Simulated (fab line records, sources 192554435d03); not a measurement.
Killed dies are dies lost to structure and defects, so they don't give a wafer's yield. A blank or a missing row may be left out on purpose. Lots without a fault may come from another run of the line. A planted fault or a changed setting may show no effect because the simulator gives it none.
A struck lot beside a sound one | flow n5_finfet | 22 steps out of a route of 1938
Sound: wafers L671.1, L671.2, L671.3. Struck: wafers L660.4, L660.5, L660.6. The cause comes at the end.
At each step with rows: each side's tool, then ch and its chambers, then its first start. Under that, the readings that differ: sound wafers | struck wafers | difference of the means | sigmas: that difference in standard deviations of wafers without a fault.
alike: readings whose means differ by less than 2 such deviations, and words and numbers that are the same on both sides. not compared: withheld readings, readings that some wafer has no value for, bounds like >300 that may hide the same value, and numbers for which the record gives no deviation and whose values overlap.
The two part at a step that has a row with sigmas, a row that says differs or no value, or rows on one side only. Numbers that don't overlap but have no deviation are shown without sigmas and don't part them. A reading that every wafer of one side lacks parts them only if that side has two wafers or more.

first, 7 steps without rows for these wafers: N5_BEOL_M2_COAT_73 (time 60 s, resist thk 5 nm); N5_BEOL_M2_COAT_05 (resist thk 30 nm); N5_BEOL_M2_EBR_07; N5_BEOL_M2_SOFTBAKE_06 (time 60 s); N5_BEOL_M2_EXPOSE_08 (exposes mask M2); N5_BEOL_M2_PEB_09 (peb time 60 s); N5_BEOL_M2_DEVELOP_10 (develop time 30 s).
N5_BEOL_M2_CD_MEAS_11: target cd 16.79 nm.
  sound on cd_sem-03 ch 0, day 11 10:17; struck on cd_sem-02 ch 0, day 7 23:30
  alike: cd_nm
N5_BEOL_M2_OVL_MEAS_12:
  sound on overlay-01 ch 0, day 11 10:19; struck on overlay-02 ch 0, day 7 23:33
  reading     | sound       | struck         | difference | sigmas
  M2_OVL (nm) | 0.3 0.5 0.8 | -1.3 -1.1 -1.0 | -1.7       | -2
N5_BEOL_M2_INSPECT_13: inspects for defects (brightfield).
  sound on defect_inspect-01, day 11 10:23; struck on defect_inspect-02, day 7 23:35
  alike: raw_defect_count
N5_BEOL_M2_DESCUM_16: chemistry O2, time 7 s.
  sound on rie_diel-01 ch 0,1,2, day 11 10:25; struck on rie_diel-04 ch 0,1, day 7 23:38
  alike: drypump_motor_current_A, oes_product_au, rf_vpp_V, showerhead_plenum_p_Torr, throttle_valve_pct
  not compared: rf_hours_counter_h
N5_BEOL_M2_ETCH_74: etches underlayer in N2/H2, target depth 6.5 nm, time 5.2 s.
  sound on rie_diel-01 ch 0,1,2, day 11 10:27; struck on rie_diel-04 ch 0,1, day 7 23:40
  alike: bias_w, chamber_pressure_mTorr, drypump_motor_current_A, etch_rf_on_time_s, oes_product_au, rf_vpp_V, showerhead_plenum_p_Torr, throttle_valve_pct
  not compared: rf_hours_counter_h
N5_BEOL_M2_ETCH_63: etches SiARC in CF4, target depth 15.6 nm, time 26 s.
  sound on rie_diel-01 ch 0,1,2, day 11 10:28; struck on rie_diel-04 ch 0,1, day 7 23:41
  no value came back on the struck wafers for any of 9 readings (bias_w (W), cf4_flow_sccm (sccm) and others); on the sound wafers bias_w (W) reads 35.82 35.93 36.06
N5_BEOL_M2_ETCH_64: etches SOC in N2/H2, target depth 75 nm, overetch 22.5 nm, time 121.9 s.
  sound on rie_diel-01 ch 0,1,2, day 11 10:29; struck on rie_diel-04 ch 0,1, day 7 23:43
  reading               | sound          | struck         | difference | sigmas
  oes_product_au (a.u.) | 0.54 0.60 0.65 | 0.28 0.27 0.36 | -0.29      | -5
  alike: bias_w, chamber_pressure_mTorr, drypump_motor_current_A, rf_vpp_V, showerhead_plenum_p_Torr, throttle_valve_pct
  not compared: rf_hours_counter_h
then, 2 steps without rows for these wafers: N5_BEOL_M2_STRIP_65 (strips in N2/H2); N5_BEOL_M2_STRIP_75 (strips in N2/H2).
N5_BEOL_M2_STRIP_66: strips in CF4.
  sound on rie_diel-01 ch 0,1,2, day 11 10:38; struck on rie_diel-04 ch 0,1, day 7 23:50
  alike: drypump_motor_current_A, oes_product_au, power_w, rf_vpp_V, showerhead_plenum_p_Torr, throttle_valve_pct
  not compared: rf_hours_counter_h
N5_BEOL_M2_HM_OPEN_17: chemistry Cl2/BCl3, target TiN, target depth 20 nm, overetch 6 nm.
  sound on rie_metal-01 ch 0,1, day 11 10:40; struck on rie_metal-01 ch 0,1, day 7 23:55
  reading                | sound             | struck            | difference | sigmas
  oes_product_au (a.u.)  | 0.65 0.65 0.65    | 0.30 0.30 0.29    | -0.35      | -6
  throttle_valve_pct (%) | 22.13 21.99 22.13 | 22.62 22.76 22.63 | +0.59      | +4
  alike: drypump_motor_current_A, mfc_cl2_sccm
  not compared: rf_hours_counter_h
N5_BEOL_M2_STRIP_19: strips in O2.
  sound on rie_diel-06 ch 1,2,3, day 11 10:54; struck on rie_diel-06 ch 1,2,3, day 8 00:13
  reading                | sound      | struck | difference                    | sigmas
  rf_hours_counter_h (h) | 232 106 16 | - - -  | no value on the struck wafers |
  alike: drypump_motor_current_A, oes_product_au, rf_vpp_V, showerhead_plenum_p_Torr, throttle_valve_pct
N5_BEOL_M2_CD_MEAS_18: pitch 36 nm, target cd 18 nm.
  sound on cd_sem-03, day 11 10:58; struck on cd_sem-03, day 8 00:16
  reading    | sound          | struck | difference                    | sigmas
  cd_nm (nm) | 18.5 18.5 18.1 | - - -  | no value on the struck wafers |
then, 1 step without rows for these wafers: N5_BEOL_M2_COAT_67 (time 60 s, resist thk 60 nm).
N5_BEOL_M4_RC_MEAS_101:
  the record has rows for the sound wafers here (prober-01 ch 0, day 13 20:19) and none for the struck ones

WHERE THEY PART
First at N5_BEOL_M2_OVL_MEAS_12; last, within this record, at N5_BEOL_M4_RC_MEAS_101.

WHY: what the simulator had put in
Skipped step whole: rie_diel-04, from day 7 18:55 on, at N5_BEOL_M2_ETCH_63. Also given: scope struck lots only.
